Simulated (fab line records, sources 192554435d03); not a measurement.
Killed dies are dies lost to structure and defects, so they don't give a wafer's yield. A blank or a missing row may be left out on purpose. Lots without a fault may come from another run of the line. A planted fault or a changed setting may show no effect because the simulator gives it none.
Chamber matching | flow n5_finfet | N5_HKMG_FIN_ETCH_67 on rie_diel-03: 4 sister chambers
The step etches SOC in N2/H2, stops on TiN, target depth 388.9 nm. 8 wafers are shown with their chamber, then 8 later ones without.

WAFERS WITH THEIR CHAMBER
wafer  | chamber | showerhead_plenum_p_Torr (Torr) | drypump_motor_current_A (A)
L077.6 | 0       | 2.60                            | 5.8
L083.5 | 2       | 2.61                            | 5.4
L083.6 | 3       | 2.50                            | 5.7
L085.5 | 2       | 2.61                            | 5.3
L090.3 | 0       | 2.59                            | 5.9
L090.4 | 1       | 2.48                            | 6.0
L090.6 | 3       | 2.49                            | 5.7
L091.1 | 1       | 2.48                            | 6.0

WAFERS WITHOUT THEIR CHAMBER
wafer  | showerhead_plenum_p_Torr (Torr) | drypump_motor_current_A (A)
L091.3 | 2.49                            | 5.7
L091.4 | 2.59                            | 5.9
L092.2 | 2.49                            | 5.7
L092.4 | 2.48                            | 6.0
L092.6 | 2.59                            | 5.8
L095.1 | 2.48                            | 6.0
L095.3 | 2.59                            | 5.9
L095.4 | 2.60                            | 5.3

WHICH CHAMBER EACH WENT THROUGH
wafer  | from the rows above | in truth
L091.3 | 3                   | 3
L091.4 | 0                   | 0
L092.2 | 3                   | 3
L092.4 | 1                   | 1
L092.6 | 0                   | 0
L095.1 | 1                   | 1
L095.3 | 0                   | 0
L095.4 | 2                   | 2
Placed correctly: 8 of 8. Can't be placed from these rows: 0. Placed wrongly: 0.
How it was worked out, from the rows above alone: a wafer's distance from a chamber is the root of the sum, over the readings, of the square of ((its reading less the chamber's mean) divided by the reading's scatter). The wafer belongs to the nearest chamber; if the next one is less than 2 further off, it can't be placed. A chamber's mean is the mean of its shown wafers. The scatter: the root of (the sum of the squares of (reading less its chamber's mean) over the shown wafers, divided by (wafers less chambers)).
